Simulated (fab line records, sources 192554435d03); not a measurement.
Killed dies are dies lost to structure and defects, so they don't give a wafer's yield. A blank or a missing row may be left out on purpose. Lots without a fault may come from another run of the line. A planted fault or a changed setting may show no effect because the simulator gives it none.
Which tool did it? | flow n5_finfet | 20 lots, 60 wafers sampled, at 6 steps of a route of 1938

WHAT THE GAUGES READ, wafer by wafer
The record holds no reading of a measuring or inspecting step that can be judged against a usual standard deviation.

WHICH TOOL RAN EACH LOT (tool, then ch and the chambers of the sampled wafers, then the start)
lot  | N5_BEOL_M14_DESCUM_33              | N5_BEOL_M14_STRIP_37               | N5_BEOL_M15_ILD_DEP_00          | N5_BEOL_M15_ETCH_57                | N5_MIM_BOT_DEGAS_01          | N5_MIM_BOT_SPUTTER_00
L074 | rie_diel-01 ch 0,3, day 11 06:17   | rie_diel-05 ch 0,1,2, day 11 06:56 | pecvd-03 ch 0,1,2, day 11 08:52 | rie_diel-03 ch 0,2,3, day 11 10:06 | pvd_sputter-01, day 11 17:11 | pvd_sputter-01, day 11 17:14
L075 | rie_diel-06 ch 0,1,2, day 11 09:55 | rie_diel-05 ch 0,2,3, day 11 10:41 | pecvd-03 ch 1,2, day 11 12:38   | rie_diel-02 ch 0,1,3, day 11 14:04 | pvd_sputter-03, day 11 21:40 | pvd_sputter-03, day 11 21:43
L080 | rie_diel-05 ch 0,1,3, day 12 13:52 | rie_diel-06 ch 0,1,3, day 12 15:23 | pecvd-03 ch 0,1,2, day 12 17:17 | rie_diel-02 ch 1,2,3, day 12 18:31 | pvd_sputter-01, day 13 00:11 | pvd_sputter-01, day 13 00:13
L078 | rie_diel-06 ch 0,1,3, day 12 14:42 | rie_diel-06 ch 0,1,3, day 12 15:56 | pecvd-02 ch 0,1, day 12 18:07   | rie_diel-03 ch 1,3, day 12 19:48   | pvd_sputter-02, day 13 03:11 | pvd_sputter-02, day 13 03:14
L079 | rie_diel-05 ch 0,1,3, day 12 15:43 | rie_diel-01 ch 0,2, day 12 16:22   | pecvd-03 ch 0,1,2, day 12 18:22 | rie_diel-02 ch 0,1,2, day 12 20:07 | pvd_sputter-02, day 13 03:19 | pvd_sputter-02, day 13 03:21
L081 | rie_diel-05 ch 0,1,3, day 13 04:10 | rie_diel-01 ch 1,2, day 13 05:45   | pecvd-03 ch 1,2, day 13 07:38   | rie_diel-02 ch 1,3, day 13 09:02   | pvd_sputter-02, day 13 18:31 | pvd_sputter-02, day 13 18:34
L083 | rie_diel-01 ch 0,1, day 13 04:52   | rie_diel-01 ch 1,3, day 13 06:02   | pecvd-03 ch 1,2, day 13 08:03   | rie_diel-03 ch 2,3, day 13 09:24   | pvd_sputter-03, day 13 17:52 | pvd_sputter-03, day 13 17:55
L084 | rie_diel-05 ch 1,2, day 13 21:26   | rie_diel-05 ch 0,1,2, day 13 22:05 | pecvd-03 ch 0,1, day 13 23:46   | rie_diel-02 ch 0,1, day 14 01:08   | pvd_sputter-02, day 14 13:23 | pvd_sputter-02, day 14 13:26
L085 | rie_diel-05 ch 1,2, day 14 00:24   | rie_diel-01 ch 0,1, day 14 02:20   | pecvd-03 ch 0,2, day 14 04:09   | rie_diel-02 ch 0,2,3, day 14 05:30 | pvd_sputter-01, day 14 16:02 | pvd_sputter-01, day 14 16:04
L086 | rie_diel-06 ch 1,2, day 14 06:48   | rie_diel-06 ch 0,1, day 14 08:43   | pecvd-02 ch 1,2, day 14 11:11   | rie_diel-03 ch 0,2,3, day 14 12:33 | pvd_sputter-02, day 14 20:28 | pvd_sputter-02, day 14 20:31
L087 | rie_diel-05 ch 0,1,2, day 14 14:55 | rie_diel-05 ch 0,1,2, day 14 16:13 | pecvd-01 ch 0,1,2, day 14 18:16 | rie_diel-04 ch 2,3, day 14 19:37   | pvd_sputter-02, day 15 17:47 | pvd_sputter-02, day 15 17:50
L089 | rie_diel-05 ch 1,2,3, day 14 15:38 | rie_diel-06 ch 1,3, day 14 16:20   | pecvd-02 ch 0,2, day 14 18:59   | rie_diel-03 ch 0,3, day 14 20:32   | pvd_sputter-03, day 15 15:19 | pvd_sputter-03, day 15 15:21
L091 | rie_diel-06 ch 1,2,3, day 15 00:10 | rie_diel-01 ch 0,2,3, day 15 03:05 | pecvd-03 ch 0,1,2, day 15 13:20 | rie_diel-04 ch 0,3, day 15 14:31   | pvd_sputter-02, day 15 20:25 | pvd_sputter-02, day 15 20:28
L088 | rie_diel-05 ch 1,2,3, day 15 00:41 | rie_diel-05 ch 0,2,3, day 15 03:07 | pecvd-02 ch 0,1, day 15 13:29   | rie_diel-02 ch 2,3, day 15 14:51   | pvd_sputter-02, day 15 20:47 | pvd_sputter-02, day 15 20:49
L090 | rie_diel-05 ch 1,2, day 15 15:35   | rie_diel-06 ch 0,1,3, day 15 16:14 | pecvd-01 ch 0,1,2, day 15 19:06 | rie_diel-03 ch 0,1, day 15 20:25   | pvd_sputter-02, day 16 02:07 | pvd_sputter-02, day 16 02:10
L093 | rie_diel-01 ch 1,2,3, day 16 12:35 | rie_diel-05 ch 0,1, day 16 14:47   | pecvd-03 ch 1,2, day 16 16:52   | rie_diel-02 ch 1,2,3, day 16 18:05 | pvd_sputter-02, day 17 07:27 | pvd_sputter-02, day 17 07:29
L095 | rie_diel-06 ch 2,3, day 16 14:28   | rie_diel-06 ch 0,2, day 16 15:44   | pecvd-03 ch 0,2, day 16 17:40   | rie_diel-03 ch 0,2,3, day 16 19:14 | pvd_sputter-03, day 17 03:28 | pvd_sputter-03, day 17 03:31
L096 | rie_diel-05 ch 1,2,3, day 17 07:01 | rie_diel-05 ch 0,1, day 17 07:41   | pecvd-02 ch 1,2, day 17 09:58   | rie_diel-04 ch 1,2,3, day 17 11:26 | pvd_sputter-02, day 17 20:05 | pvd_sputter-02, day 17 20:07
L094 | rie_diel-06 ch 1,2, day 17 11:25   | rie_diel-01 ch 0,2,3, day 17 16:05 | pecvd-01 ch 0, day 17 17:59     | rie_diel-02 ch 0,1,3, day 17 20:07 | pvd_sputter-02, day 18 03:56 | pvd_sputter-02, day 18 03:58
L097 | rie_diel-06 ch 0,3, day 17 22:32   | rie_diel-06 ch 0,3, day 17 23:24   | pecvd-01 ch 0,1, day 18 01:49   | rie_diel-02 ch 0,1, day 18 03:16   | pvd_sputter-01, day 18 10:52 | pvd_sputter-01, day 18 10:55
- N5_BEOL_M14_DESCUM_33: chemistry O2, time 7.9 s.
- N5_BEOL_M14_STRIP_37: strips in O2.
- N5_BEOL_M15_ILD_DEP_00: deposits SiO2 from TEOS/O2, target thk 1629.3 nm, time 346.1 s.
- N5_BEOL_M15_ETCH_57: etches SOC in N2/H2, time 750 s.
- N5_MIM_BOT_DEGAS_01: time 60 s.
- N5_MIM_BOT_SPUTTER_00: material TiN, target thk 35 nm, time 89.7 s.

WHAT THE TOOLS THEMSELVES READ (means of the sampled wafers that have a number; where no wafer has one, the mark that the record gives instead)
N5_BEOL_M14_DESCUM_33.
lot  | tool        | drypump_motor_current_A (A) | oes_product_au (a.u.) | rf_fwd_power_W (W) | rf_vpp_V (V) | showerhead_plenum_p_Torr (Torr) | throttle_valve_pct (%)
L074 | rie_diel-01 | 5.4                         | 0.73                  | 49.68              | 242.5        | 2.08                            | 20.38
L075 | rie_diel-06 | 5.8                         | 0.78                  | 49.39              | 242.9        | 2.08                            | 20.50
L080 | rie_diel-05 | 5.7                         | 0.78                  | 49.58              | 242.0        | 2.06                            | 20.57
L078 | rie_diel-06 | 5.8                         | 0.80                  | 49.31              | 243.1        | 2.14                            | 20.50
L079 | rie_diel-05 | 5.7                         | 0.77                  | 49.41              | 242.9        | 2.06                            | 20.57
L081 | rie_diel-05 | 5.7                         | 0.78                  | 49.51              | 243.3        | 2.06                            | 20.59
L083 | rie_diel-01 | 5.9                         | 0.71                  | 49.34              | 242.8        | 2.06                            | 20.48
L084 | rie_diel-05 | 6.2                         | 0.90                  | 49.48              | 245.0        | 2.23                            | 20.46
L085 | rie_diel-05 | 6.2                         | 0.89                  | 49.28              | 246.1        | 2.23                            | 20.45
L086 | rie_diel-06 | 5.7                         | 0.90                  | 49.45              | 244.1        | 2.11                            | 20.22
L087 | rie_diel-05 | 5.8                         | 0.83                  | 49.36              | 243.0        | 2.11                            | 20.46
L089 | rie_diel-05 | 5.7                         | 0.92                  | 49.66              | 245.1        | 2.17                            | 20.27
L091 | rie_diel-06 | 5.7                         | 0.85                  | 49.30              | 243.5        | 2.15                            | 20.34
L088 | rie_diel-05 | 5.7                         | 0.90                  | 49.63              | 243.6        | 2.17                            | 20.27
L090 | rie_diel-05 | 6.2                         | 0.87                  | 49.37              | 245.3        | 2.23                            | 20.48
L093 | rie_diel-01 | 5.9                         | 0.90                  | 49.60              | 242.7        | 2.06                            | 20.12
L095 | rie_diel-06 | 5.6                         | 0.87                  | 49.42              | 244.5        | 2.22                            | 20.30
L096 | rie_diel-05 | 5.7                         | 0.88                  | 49.42              | 244.0        | 2.16                            | 20.30
L094 | rie_diel-06 | 5.7                         | 0.86                  | 49.39              | 243.1        | 2.10                            | 20.25
L097 | rie_diel-06 | 5.9                         | 0.71                  | 49.31              | 244.3        | 2.17                            | 20.73

N5_BEOL_M14_STRIP_37.
lot  | tool        | drypump_motor_current_A (A) | oes_product_au (a.u.) | rf_vpp_V (V) | showerhead_plenum_p_Torr (Torr) | throttle_valve_pct (%)
L074 | rie_diel-05 | 5.8                         | 0.87                  | 3.8          | 2.13                            | 16.62
L075 | rie_diel-05 | 5.3                         | 0.79                  | 3.8          | 2.07                            | 16.63
L080 | rie_diel-06 | 5.8                         | 0.79                  | 3.3          | 2.14                            | 16.74
L078 | rie_diel-06 | 5.8                         | 0.80                  | 3.1          | 2.14                            | 16.73
L079 | rie_diel-01 | 6.1                         | 0.88                  | 3.8          | 2.12                            | 16.34
L081 | rie_diel-01 | 6.2                         | 0.85                  | 3.8          | 2.10                            | 16.46
L083 | rie_diel-01 | 5.8                         | 0.77                  | 3.5          | 2.05                            | 16.69
L084 | rie_diel-05 | 5.8                         | 0.83                  | 3.4          | 2.12                            | 16.70
L085 | rie_diel-01 | 5.7                         | 0.71                  | 5.6          | 2.09                            | 16.70
L086 | rie_diel-06 | 5.8                         | 0.82                  | 4.3          | 2.09                            | 16.65
L087 | rie_diel-05 | 5.8                         | 0.83                  | 3.0          | 2.12                            | 16.71
L089 | rie_diel-06 | 5.8                         | 0.82                  | 4.0          | 2.09                            | 16.60
L091 | rie_diel-01 | 5.7                         | 0.85                  | 3.8          | 2.10                            | 16.41
L088 | rie_diel-05 | 5.3                         | 0.84                  | 4.0          | 2.05                            | 16.53
L090 | rie_diel-06 | 5.8                         | 0.76                  | 4.3          | 2.13                            | 16.76
L093 | rie_diel-05 | 6.2                         | 0.80                  | 4.0          | 2.11                            | 16.89
L095 | rie_diel-06 | 5.7                         | 0.85                  | 4.6          | 2.22                            | 16.58
L096 | rie_diel-05 | 6.2                         | 0.80                  | 2.4          | 2.11                            | 16.93
L094 | rie_diel-01 | 5.7                         | 0.82                  | 3.1          | 2.09                            | 16.44
L097 | rie_diel-06 | 5.8                         | 0.71                  | 3.3          | 2.17                            | 16.92

N5_BEOL_M15_ILD_DEP_00.
lot  | tool     | chamber_pressure_Torr (Torr) | heater_power_w (W) | rf_fwd_power_W (W) | showerhead_plenum_p_Torr (Torr) | showerhead_vpp_V (V) | susceptor_temp_C (C) | throttle_valve_pct (%)
L074 | pecvd-03 | 6.500                        | 520                | 899.8              | 8.36                            | 1889                 | 400.04               | 18.5
L075 | pecvd-03 | 6.501                        | 559                | 898.3              | 8.38                            | 1947                 | 400.08               | 18.3
L080 | pecvd-03 | 6.492                        | 486                | 898.8              | 8.36                            | 1885                 | 399.98               | 18.6
L078 | pecvd-02 | 6.514                        | 649                | 897.8              | 8.38                            | 1965                 | 400.14               | 19.0
L079 | pecvd-03 | 6.497                        | 519                | 895.0              | 8.36                            | 1893                 | 400.12               | 18.5
L081 | pecvd-03 | 6.509                        | 599                | 898.8              | 8.35                            | 1942                 | 400.06               | 18.2
L083 | pecvd-03 | 6.515                        | 661                | 898.4              | 8.37                            | 1940                 | 399.87               | 17.9
L084 | pecvd-03 | 6.498                        | 477                | 898.4              | 8.34                            | 1869                 | 399.94               | 18.9
L085 | pecvd-03 | 6.522                        | 459                | 900.3              | 8.34                            | 1853                 | 399.94               | 18.8
L086 | pecvd-02 | 6.508                        | 668                | 899.0              | 8.35                            | 1816                 | 400.21               | 18.3
L087 | pecvd-01 | 6.500                        | 507                | 898.1              | 8.32                            | 1899                 | 399.82               | 18.7
L089 | pecvd-02 | 6.499                        | 553                | 900.5              | 8.35                            | 1900                 | 400.01               | 18.6
L091 | pecvd-03 | 6.499                        | 492                | 903.5              | 8.36                            | 1896                 | 400.04               | 18.5
L088 | pecvd-02 | 6.496                        | 553                | 896.4              | 8.37                            | 1985                 | 399.74               | 19.0
L090 | pecvd-01 | 6.503                        | 530                | 898.3              | 8.34                            | 1901                 | 400.29               | 18.7
L093 | pecvd-03 | 6.484                        | 623                | 901.4              | 8.40                            | 1949                 | 400.05               | 17.9
L095 | pecvd-03 | 6.494                        | 528                | 897.3              | 8.37                            | 1895                 | 400.08               | 18.0
L096 | pecvd-02 | 6.496                        | 725                | 898.9              | 8.37                            | 1886                 | 399.95               | 18.5
L094 | pecvd-01 | 6.496                        | 539                | 900.1              | 8.33                            | 1882                 | 400.29               | 19.2
L097 | pecvd-01 | 6.510                        | 443                | 900.9              | 8.32                            | 1889                 | 399.80               | 18.7

N5_BEOL_M15_ETCH_57.
lot  | tool        | bias_w (W) | drypump_motor_current_A (A) | oes_product_au (a.u.) | rf_fwd_power_W (W) | rf_vpp_V (V) | showerhead_plenum_p_Torr (Torr) | throttle_valve_pct (%)
L074 | rie_diel-03 | 349.3      | 5.5                         | 0.79                  | 3007               | 525.4        | 2.59                            | 17.72
L075 | rie_diel-02 | 350.7      | 5.7                         | 0.80                  | 2992               | 524.1        | 2.59                            | 17.75
L080 | rie_diel-02 | 350.1      | 6.2                         | 0.84                  | 2997               | 525.2        | 2.62                            | 17.55
L078 | rie_diel-03 | 349.7      | 5.9                         | 0.76                  | 3001               | 523.1        | 2.50                            | 17.77
L079 | rie_diel-02 | 350.4      | 5.7                         | 0.78                  | 2997               | 523.9        | 2.56                            | 17.72
L081 | rie_diel-02 | 349.0      | 5.8                         | 0.83                  | 2991               | 525.9        | 2.61                            | 17.55
L083 | rie_diel-03 | 349.8      | 5.2                         | 0.80                  | 2990               | 526.1        | 2.58                            | 17.72
L084 | rie_diel-02 | 350.0      | 5.3                         | 0.75                  | 3001               | 524.3        | 2.54                            | 17.71
L085 | rie_diel-02 | 349.9      | 6.1                         | 0.78                  | 3000               | 525.8        | 2.59                            | 17.80
L086 | rie_diel-03 | 350.1      | 5.5                         | 0.77                  | 3004               | 525.2        | 2.58                            | 17.76
L087 | rie_diel-04 | 350.2      | 5.7                         | 0.77                  | 3000               | 525.4        | 2.61                            | 17.80
L089 | rie_diel-03 | 349.3      | 5.8                         | 0.75                  | 2997               | 525.4        | 2.57                            | 17.79
L091 | rie_diel-04 | 349.7      | 5.7                         | 0.77                  | 2998               | 523.3        | 2.53                            | 17.79
L088 | rie_diel-02 | 351.8      | 6.6                         | 0.83                  | 2988               | 525.9        | 2.62                            | 17.61
L090 | rie_diel-03 | 349.8      | 6.0                         | 0.71                  | 3005               | 521.4        | 2.44                            | 17.94
L093 | rie_diel-02 | 349.7      | 6.2                         | 0.80                  | 3000               | 525.0        | 2.60                            | 17.61
L095 | rie_diel-03 | 350.3      | 5.5                         | 0.76                  | 3003               | 525.1        | 2.57                            | 17.80
L096 | rie_diel-04 | 349.2      | 5.9                         | 0.76                  | 3000               | 525.6        | 2.61                            | 17.67
L094 | rie_diel-02 | 349.7      | 5.7                         | 0.83                  | 3001               | 524.6        | 2.57                            | 17.67
L097 | rie_diel-02 | 349.6      | 5.2                         | 0.86                  | 3007               | 523.4        | 2.51                            | 17.68

N5_MIM_BOT_DEGAS_01.
lot  | tool           | heater_power_w (W) | susceptor_temp_C (C)
L074 | pvd_sputter-01 | 426                | 299.97
L075 | pvd_sputter-03 | 438                | 299.99
L080 | pvd_sputter-01 | 439                | 300.16
L078 | pvd_sputter-02 | 463                | 300.25
L079 | pvd_sputter-02 | 419                | 300.07
L081 | pvd_sputter-02 | 486                | 299.94
L083 | pvd_sputter-03 | 427                | 300.10
L084 | pvd_sputter-02 | 463                | 299.97
L085 | pvd_sputter-01 | 442                | 299.94
L086 | pvd_sputter-02 | 390                | 300.12
L087 | pvd_sputter-02 | 421                | 300.07
L089 | pvd_sputter-03 | 447                | 300.10
L091 | pvd_sputter-02 | 485                | 299.95
L088 | pvd_sputter-02 | 482                | 300.00
L090 | pvd_sputter-02 | 445                | 300.04
L093 | pvd_sputter-02 | 452                | 299.96
L095 | pvd_sputter-03 | 431                | 299.97
L096 | pvd_sputter-02 | 484                | 300.03
L094 | pvd_sputter-02 | 419                | 300.27
L097 | pvd_sputter-01 | 424                | 299.94

N5_MIM_BOT_SPUTTER_00.
lot  | tool           | susceptor_temp_C (C) | throttle_valve_pct (%)
L074 | pvd_sputter-01 | 200.09               | 30.1
L075 | pvd_sputter-03 | 200.18               | 28.0
L080 | pvd_sputter-01 | 200.06               | 29.9
L078 | pvd_sputter-02 | 199.93               | 30.0
L079 | pvd_sputter-02 | 200.00               | 30.7
L081 | pvd_sputter-02 | 200.02               | 29.6
L083 | pvd_sputter-03 | 199.93               | 29.1
L084 | pvd_sputter-02 | 200.05               | 30.2
L085 | pvd_sputter-01 | 200.04               | 29.8
L086 | pvd_sputter-02 | 199.97               | 31.2
L087 | pvd_sputter-02 | 199.92               | 30.7
L089 | pvd_sputter-03 | 199.96               | 30.4
L091 | pvd_sputter-02 | 200.06               | 29.4
L088 | pvd_sputter-02 | 200.17               | 29.5
L090 | pvd_sputter-02 | 199.90               | 29.3
L093 | pvd_sputter-02 | 199.98               | 30.0
L095 | pvd_sputter-03 | 199.98               | 30.7
L096 | pvd_sputter-02 | 200.00               | 29.4
L094 | pvd_sputter-02 | 199.90               | 30.8
L097 | pvd_sputter-01 | 199.95               | 29.5

THE ANSWER, worked out from the rows above alone
Rule: what is usual is taken from the lots themselves. Put in order of their means at a reading, lots are off if they are a third of the lots or fewer, leave a main group of 4 or more, and stand apart from it by a gap of 3 or more times the standard deviation of the main group's means; of several such gaps the widest counts. A main group whose means are all the same, to the digits that the tables above print for the reading, isn't used. A lot without any number at a reading at which 4 lots or more have one is off too. The other lots that the step has rows for count as sound. The gauges are gone through in route order, then the tools' own readings, and for those a lot's mean is taken as printed above. The first step at which some lot is off is used, and at that step the reading that is off furthest; a lot without a number counts as furthest.
No lot is off at any reading shown: from this, nothing can be told.

WHAT THE SIMULATOR HAD PUT IN
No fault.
